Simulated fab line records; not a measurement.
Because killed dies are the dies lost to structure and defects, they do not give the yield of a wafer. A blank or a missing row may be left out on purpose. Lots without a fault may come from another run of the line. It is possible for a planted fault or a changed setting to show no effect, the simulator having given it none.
The tool behind it: which one?	flow n5 finfet	10 lots with 29 wafers sampled at 4 steps, on a route of 1938 steps

WHAT THE GAUGES SHOWED, per wafer
N5_BEOL_M4_RC_MEAS_101.
lot	measured	on	DIBL_N (mV/V)	DIBL_P (mV/V)	IOFF_N (nA/um)	IOFF_P (nA/um)	ION_N (uA/um)	ION_P (uA/um)	SS_N (mV/dec)	SS_P (mV/dec)	VT_N (mV)	VT_P (mV)
L528	day 7 15:28	prober-01	35.4 35.3 34.9	36.0 36.6 36.1	0.14 0.15 0.15	0.19 0.20 0.19	666 684 678	457 469 466	71.4 71.6 71.6	73.2 73.9 73.7	253 249 253	-255 -252 -252
L531	day 8 13:29	prober-01	35.7 33.6 36.1	36.1 33.4 36.5	0.15 0.11 0.14	0.18 0.14 0.18	682 681 677	467 462 463	71.0 71.0 71.5	73.3 72.8 73.3	251 255 253	-251 -257 -253
L535	day 9 06:10	prober-02	33.1 34.9 33.9	32.8 33.6 33.6	0.11 0.12 0.11	0.17 0.18 0.18	665 656 668	462 455 461	70.6 70.5 70.7	72.3 71.4 71.8	255 253 255	-253 -250 -251
L538	day 10 07:21	prober-01	34.9 35.6	35.2 36.8	0.15 0.16	0.22 0.23	679 675	467 467	71.0 71.6	73.7 74.1	249 249	-250 -248
L542	day 11 13:41	prober-01	35.8 39.6 36.3	36.1 39.5 36.7	0.17 0.23 0.17	0.27 0.32 0.27	673 683 690	471 470 478	71.4 71.9 71.5	73.0 73.3 72.8	247 245 247	-244 -241 -243
L545	day 12 00:10	prober-02	37.3 35.6 35.4	35.4 34.2 34.3	0.16 0.15 0.14	0.22 0.22 0.21	675 703 677	466 481 469	71.4 71.4 71.2	72.8 72.5 72.8	247 246 249	-246 -244 -245
L547	day 12 03:55	prober-01	37.3 36.3 37.3	36.6 35.8 36.4	0.16 0.15 0.17	0.23 0.22 0.23	678 662 667	472 460 464	71.4 71.4 71.9	72.5 73.4 73.5	254 253 249	-245 -248 -247
L546	day 12 06:17	prober-02	37.0 38.2 37.9	38.3 39.1 38.9	0.22 0.23 0.24	0.22 0.23 0.23	705 686 683	462 456 458	72.0 72.5 72.2	73.2 73.7 73.6	243 244 240	-251 -248 -250
L548	day 13 00:05	prober-02	33.4 35.3 34.3	33.1 34.8 33.9	0.13 0.16 0.14	0.17 0.19 0.18	682 677 672	465 462 459	71.4 71.3 71.9	72.7 73.6 73.2	251 247 250	-254 -251 -252
L551	day 13 10:06	prober-01	33.2 36.3 36.8	33.6 37.7 38.6	0.12 0.18 0.19	0.16 0.21 0.22	669 678 677	452 461 458	71.2 71.9 72.1	72.4 74.4 74.3	252 248 246	-256 -250 -253

N5_MIM_TOP_LITHO_CD_MEAS_08: target cd 2000 nm.
lot	measured	on	cd nm (nm)
L528	day 11 08:02	cd sem-01	1998.3 1999.1 1996.9
L531	day 12 09:28	cd sem-01	1998.3 1999.6 1998.7
L535	day 13 01:55	cd sem-01	2002.8 1998.2 1999.5
L538	day 14 05:44	cd sem-02	2002.3 2002.8
L542	day 15 07:43	cd sem-03	1997.9 1996.0 1995.5
L545	day 15 18:53	cd sem-01	1998.4 1998.5 1999.3
L547	day 15 23:44	cd sem-03	1997.9 1999.7 1998.3
L546	day 16 05:14	cd sem-02	1996.5 1999.6 2000.1
L548	day 16 15:13	cd sem-01	1996.1 1997.8 1995.5
L551	day 17 08:44	cd sem-03	2002.7 1998.4 2000.6

N5_PASSIVATION_OVL_MEAS_63.
lot	measured	on	PAD_OVL (nm)
L528	day 11 16:16	overlay-01	-8 0 4
L531	day 12 15:52	overlay-01	1 1 5
L535	day 13 10:34	overlay-02	-3 -2 -8
L538	day 14 09:35	overlay-01	3 0
L542	day 15 12:02	overlay-02	6 1 -4
L545	day 16 00:23	overlay-01	9 4 0
L547	day 16 04:19	overlay-02	-6 -7 -6
L546	day 16 09:41	overlay-02	3 7 1
L548	day 16 21:55	overlay-02	1 4 -3
L551	day 17 13:16	overlay-02	-3 0 -5

WHICH TOOL RAN EACH LOT (tool, then ch and the chambers of the sampled wafers, then the start)
lot	N5_MIM_TOP_ALD_02
L528	ald hk-01 ch 0,1,3, day 11 08:02 or earlier
L531	ald hk-03 ch 0,1,2, day 12 09:28 or earlier
L535	ald hk-02 ch 0,2, day 13 01:55 or earlier
L538	ald hk-02 ch 3, day 14 05:44 or earlier
L542	ald hk-03 ch 1,2,3, day 15 07:43 or earlier
L545	ald hk-03 ch 1,3, day 15 18:53 or earlier
L547	ald hk-03 ch 0,1,2, day 15 23:44 or earlier
L546	ald hk-03 ch 0,1,2, day 16 05:14 or earlier
L548	ald hk-03 ch 1,2,3, day 16 15:13 or earlier
L551	ald hk-03 ch 1,3, day 17 08:44 or earlier
- N5_MIM_TOP_ALD_02: deposits Al2O3, purge time 3 s, co reactant pulse time 3 s.

AS READ BY THE TOOLS THEMSELVES (means over the sampled wafers that have a number; for cases with no such wafer, the mark the record gives instead)
N5_MIM_TOP_ALD_02.
lot	tool	precursor pulse height rel
L528	ald hk-01	1.005
L531	ald hk-03	0.976
L535	ald hk-02	0.991
L538	ald hk-02	1.022
L542	ald hk-03	0.994
L545	ald hk-03	1.003
L547	ald hk-03	0.994
L546	ald hk-03	1.001
L548	ald hk-03	1.016
L551	ald hk-03	1.008

THE ANSWER, worked out from the rows above alone
Rule: usual is defined by the lots themselves. Put in order of their means at a reading, lots are off if they are a third of the lots or fewer, leave a main group of 4 or more, and stand apart from it by a gap of 3 or more times the standard deviation of the main group's means; of several such gaps the widest counts. The tables above print the reading to a certain number of digits; a main group whose means all agree to those digits is not used. Also off: a lot with no number at a reading for which 4 or more lots have one. Where the step has rows for the other lots, those lots are counted as sound. The gauges are gone through in route order, then the tools' own readings, and for those a lot's mean is taken as printed above. At the first step where some lot is off, the reading lying furthest off is the one used; lots without a number count as furthest.
None of the lots is off at any reading shown; this tells nothing.

WHAT HAD BEEN PUT IN BY THE SIMULATOR
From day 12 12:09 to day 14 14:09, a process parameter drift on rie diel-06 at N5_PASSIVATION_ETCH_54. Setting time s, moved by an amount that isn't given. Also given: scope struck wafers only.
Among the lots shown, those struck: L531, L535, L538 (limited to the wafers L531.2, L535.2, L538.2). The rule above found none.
